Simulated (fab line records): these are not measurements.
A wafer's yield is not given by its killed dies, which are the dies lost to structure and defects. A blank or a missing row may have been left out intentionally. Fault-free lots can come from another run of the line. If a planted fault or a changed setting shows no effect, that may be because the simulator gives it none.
Matching of chambers :: flow nandHarc :: NHARC_A_STAIRCASE_DEP_322 on pecvd-02: 3 sister chambers
The step deposits SiO2, target thk 3800 nm. 6 wafers are shown with their chamber, then 7 later ones without.

== WAFERS WITH THEIR CHAMBER ==
wafer: L087.1
chamber: 0
heaterPowerW (W): 669

wafer: L087.4
chamber: 0
heaterPowerW (W): 596

wafer: L089.5
chamber: 2
heaterPowerW (W): 533

wafer: L089.6
chamber: 1
heaterPowerW (W): 644

wafer: L090.2
chamber: 1
heaterPowerW (W): 783

wafer: L090.4
chamber: 2
heaterPowerW (W): 529

== WAFERS WHOSE CHAMBER IS MISSING ==
wafer: L090.5
heaterPowerW (W): 636

wafer: L093.1
heaterPowerW (W): 729

wafer: L093.2
heaterPowerW (W): 606

wafer: L093.6
heaterPowerW (W): 515

wafer: L096.1
heaterPowerW (W): 598

wafer: L096.4
heaterPowerW (W): 512

wafer: L096.5
heaterPowerW (W): 632

== WHICH CHAMBER EACH WENT THROUGH ==
wafer: L090.5
from the rows above: can't be placed: 0 or 1 or 2
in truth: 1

wafer: L093.1
from the rows above: can't be placed: 1 or 0
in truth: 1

wafer: L093.2
from the rows above: can't be placed: 0 or 2 or 1
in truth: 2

wafer: L093.6
from the rows above: can't be placed: 2 or 0
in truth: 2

wafer: L096.1
from the rows above: can't be placed: 0 or 2 or 1
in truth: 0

wafer: L096.4
from the rows above: can't be placed: 2 or 0
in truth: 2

wafer: L096.5
from the rows above: can't be placed: 0 or 1 or 2
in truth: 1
0 of 7 placed correctly. Unplaceable from these rows: 7, with the true chamber sitting among the candidates in 7. Number placed wrongly: 0.
How it was worked out, from the rows above alone: a wafer's distance from a chamber is the root of the sum, over the readings, of the square of ((its reading less the chamber's mean) divided by the reading's scatter). If the next closest chamber is less than 2 further off than the closest, the wafer can't be placed; otherwise it belongs to the closest. For every chamber, the mean is computed from those of its wafers that are shown. The scatter is the square root of a quotient: the sum, over the shown wafers, of each reading's squared deviation from its chamber's mean, divided by wafers minus chambers.
